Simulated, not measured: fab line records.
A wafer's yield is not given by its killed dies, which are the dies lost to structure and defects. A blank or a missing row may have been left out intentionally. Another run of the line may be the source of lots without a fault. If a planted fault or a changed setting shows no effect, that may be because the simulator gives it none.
What tool caused it? | flow nand-harc | 12 lots with 36 wafers sampled at 5 steps, on a route of 1159 steps

## WHAT THE GAUGES READ, wafer by wafer
NHARC_END_SORT_01.
lot  | measured     | on        | killed-at-array | killed-at-other | killed-at-periphery | killed-dies | killed-open | killed-short
L229 | day 22 09:38 | prober-02 | 40 46 32        | 1 0 0           | 5 4 7               | 46 50 39    | 4 4 1       | 3 4 4
L236 | day 24 08:23 | prober-01 | 26              | 3               | 1                   | 30          | 3           | 1

## EACH LOT AND THE TOOL THAT RAN IT (in order: tool; ch and the chambers of the sampled wafers; start)
lot  | NHARC_A_STAIRCASE_ETCH_201                    | NHARC_A_STAIRCASE_TRIM_220         | NHARC_A_STAIRCASE_ETCH_221                    | NHARC_A_STAIRCASE_ETCH_225
L218 | rie-diel-05 ch 0,2,3, day 11 20:31 or earlier | rie-diel-05 ch 1,2,3, day 11 20:31 | rie-diel-05 ch 0,3, no start                  | rie-diel-05 ch 0,1, no start
L216 | rie-diel-04 ch 0,2,3, day 11 21:32 or earlier | rie-diel-07 ch 0,1, day 11 21:32   | rie-diel-07 ch 0,1,2, no start                | rie-diel-07 ch 1,2, no start
L219 | rie-diel-07 ch 1,2, day 12 06:15 or earlier   | rie-diel-07 ch 1,2, day 12 06:15   | rie-diel-07 ch 1,2, no start                  | rie-diel-07 ch 2,3, no start
L222 | rie-diel-04 ch 0,2,3, day 12 21:58 or earlier | rie-diel-04 ch 0,1, day 12 21:58   | rie-diel-04 ch 2,3, no start                  | rie-diel-04 ch 2,3, no start
L223 | rie-diel-07 ch 0,2,3, day 13 01:08 or earlier | rie-diel-05 ch 0,3, day 13 01:08   | rie-diel-05 ch 0,3, no start                  | rie-diel-05 ch 0,1,2, no start
L221 | rie-diel-07 ch 0,2, day 13 06:59 or earlier   | rie-diel-05 ch 0,1,2, day 13 06:59 | rie-diel-05 ch 0,1,2, no start                | rie-diel-05 ch 0,1,3, no start
L224 | rie-diel-05 ch 0,3, day 13 14:56 or earlier   | rie-diel-07 ch 0,2,3, day 13 14:56 | rie-diel-07 ch 0,2,3, no start                | rie-diel-07 ch 0,3, no start
L226 | rie-diel-04 ch 0,2,3, day 13 17:54 or earlier | rie-diel-07 ch 0,2,3, day 13 17:54 | rie-diel-07 ch 2,3, no start                  | rie-diel-07 ch 2,3, no start
L227 | rie-diel-07 ch 0,1,2, day 14 10:40 or earlier | rie-diel-07 ch 0,1,2, day 14 10:40 | rie-diel-07 ch 0,1,3, no start                | rie-diel-07 ch 0,2,3, no start
L229 | rie-diel-04 ch 0,2,3, day 14 19:42 or earlier | rie-diel-05 ch 1,2,3, day 14 19:42 | rie-diel-05 ch 0,1,2, day 22 09:38 or earlier | rie-diel-05 ch 0,1,3, day 22 09:38 or earlier
L232 | rie-diel-04 ch 1,2,3, day 15 10:26 or earlier | rie-diel-07 ch 0,1,3, day 15 10:26 | rie-diel-07 ch 1,2,3, no start                | rie-diel-07 ch 0,1,3, no start
L236 | rie-diel-07 ch 1,2,3, day 16 01:25 or earlier | rie-diel-05 ch 0,2,3, day 16 01:25 | rie-diel-05 ch 0,1,3, day 24 08:23 or earlier | rie-diel-05 ch 0,1,2, day 24 08:23 or earlier
- NHARC_A_STAIRCASE_ETCH_201: etches the open film in C4F8/O2, target depth 100 nm, time 40.5 s.
- NHARC_A_STAIRCASE_TRIM_220: chemistry O2, time 211.2 s.
- NHARC_A_STAIRCASE_ETCH_221: etches the open film in C4F8/O2, target depth 100 nm, time 40.5 s.
- NHARC_A_STAIRCASE_ETCH_225: etches the open film in C4F8/O2, target depth 100 nm, time 40.5 s.

## AS READ BY THE TOOLS THEMSELVES (means over the sampled wafers that have a number; for cases with no such wafer, the mark the record gives instead)
NHARC_A_STAIRCASE_ETCH_201.
lot  | tool        | oes-product-au (a.u.) | rf-vpp-V (V)
L218 | rie-diel-05 | 0.939                 | 904
L216 | rie-diel-04 | 0.943                 | 899
L219 | rie-diel-07 | 0.929                 | 891
L222 | rie-diel-04 | 0.936                 | 898
L223 | rie-diel-07 | 0.937                 | 899
L221 | rie-diel-07 | 0.944                 | 896
L224 | rie-diel-05 | 0.944                 | 902
L226 | rie-diel-04 | 0.944                 | 899
L227 | rie-diel-07 | 0.940                 | 892
L229 | rie-diel-04 | 0.952                 | 897
L232 | rie-diel-04 | 0.942                 | 893
L236 | rie-diel-07 | 0.942                 | 896

NHARC_A_STAIRCASE_TRIM_220.
lot  | tool        | drypump-motor-current-A (A) | oes-product-au (a.u.) | rf-vpp-V (V) | run-length-s (s) | showerhead-plenum-p-Torr (Torr) | throttle-valve-pct (%)
L218 | rie-diel-05 | 5.8                         | 1.005                 | 58.2         | 232.7            | 3.67                            | 17.029
L216 | rie-diel-07 | 5.6                         | 1.002                 | 56.8         | 232.5            | 3.42                            | 17.042
L219 | rie-diel-07 | 5.7                         | 1.009                 | 57.8         | 233.1            | 3.40                            | 17.031
L222 | rie-diel-04 | 6.0                         | 1.000                 | 58.1         | 232.4            | 3.43                            | 17.037
L223 | rie-diel-05 | 5.1                         | 1.002                 | 58.0         | 232.7            | 3.68                            | 17.037
L221 | rie-diel-05 | 5.9                         | 1.002                 | 58.1         | 232.7            | 3.69                            | 17.042
L224 | rie-diel-07 | 5.3                         | 1.001                 | 57.5         | 232.8            | 3.59                            | 17.029
L226 | rie-diel-07 | 5.3                         | 0.995                 | 57.3         | 232.8            | 3.59                            | 17.041
L227 | rie-diel-07 | 5.4                         | 1.003                 | 58.3         | 187.5            | 3.43                            | 17.031
L229 | rie-diel-05 | 5.8                         | 1.011                 | 57.2         | 232.5            | 3.65                            | 17.033
L232 | rie-diel-07 | 5.7                         | 0.995                 | 57.8         | 187.1            | 3.52                            | 17.031
L236 | rie-diel-05 | 5.5                         | 1.006                 | 58.8         | 232.7            | 3.71                            | 17.033

NHARC_A_STAIRCASE_ETCH_221.
lot  | tool        | oes-product-au (a.u.) | rf-vpp-V (V)
L218 | rie-diel-05 | 0.957                 | 901
L216 | rie-diel-07 | 0.924                 | 893
L219 | rie-diel-07 | 0.934                 | 894
L222 | rie-diel-04 | 0.941                 | 897
L223 | rie-diel-05 | 0.958                 | 902
L221 | rie-diel-05 | 0.940                 | 901
L224 | rie-diel-07 | 0.938                 | 897
L226 | rie-diel-07 | 0.948                 | 900
L227 | rie-diel-07 | 0.950                 | 896
L229 | rie-diel-05 | 0.928                 | 901
L232 | rie-diel-07 | 0.929                 | 896
L236 | rie-diel-05 | 0.951                 | 900

NHARC_A_STAIRCASE_ETCH_225.
lot  | tool        | oes-product-au (a.u.) | rf-vpp-V (V)
L218 | rie-diel-05 | 0.946                 | 903
L216 | rie-diel-07 | 0.949                 | 891
L219 | rie-diel-07 | 0.958                 | 899
L222 | rie-diel-04 | 0.951                 | 897
L223 | rie-diel-05 | 0.935                 | 903
L221 | rie-diel-05 | 0.952                 | 901
L224 | rie-diel-07 | 0.945                 | 897
L226 | rie-diel-07 | 0.946                 | 899
L227 | rie-diel-07 | 0.941                 | 898
L229 | rie-diel-05 | 0.948                 | 900
L232 | rie-diel-07 | 0.932                 | 895
L236 | rie-diel-05 | 0.940                 | 901

## THE ANSWER, worked out from the rows above alone
Rule: the usual values come from the lots themselves. The widest of any qualifying gaps counts: lots, ordered by their means at a reading, are off when they make up no more than a third of the lots, leave a main group of 4 or more, and stand apart from it by 3 or more times the standard deviation of that group's means. A main group whose means are all the same, to the digits that the tables above print for the reading, isn't used. Also off: a lot with no number at a reading for which 4 or more lots have one. Any other lot the step has rows for is counted as sound. First the gauges in route order, then the tools' own readings, where a lot's mean is used as printed above. The first step at which some lot is off is used, and at that step the reading that is off furthest; a lot without a number counts as furthest.
Off: L227, L232, at NHARC_A_STAIRCASE_TRIM_220 (run-length-s). Main group: mean 232.7 s, sd 0.19.
If a tool, at that step or one of the process steps before it, ran each lot that is off and ran no sound lot following the first of them, it fits. Because NHARC_A_STAIRCASE_ETCH_201 lacks a start for some lots, the hours and order of its lots are taken from NHARC_A_STAIRCASE_TRIM_220. One fits: rie-diel-07 at NHARC_A_STAIRCASE_TRIM_220. Its last sound lot is L226 (day 13 17:54), its first lot that is off L227 (day 14 10:40): a fault that began between those two fits.
The tool's own readings at NHARC_A_STAIRCASE_TRIM_220 bear it out: on the lots that are off they differ by more than 5 times the standard deviation of the sound lots' means. run-length-s reads 187.3 s there against 232.7 s on the sound lots.

## WHAT WAS PUT IN BY THE SIMULATOR
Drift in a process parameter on rie-diel-07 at NHARC_A_STAIRCASE_TRIM_220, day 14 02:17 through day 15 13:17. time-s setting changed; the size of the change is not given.
Lots struck among those shown: L227, L232. Same finding as the rule above.
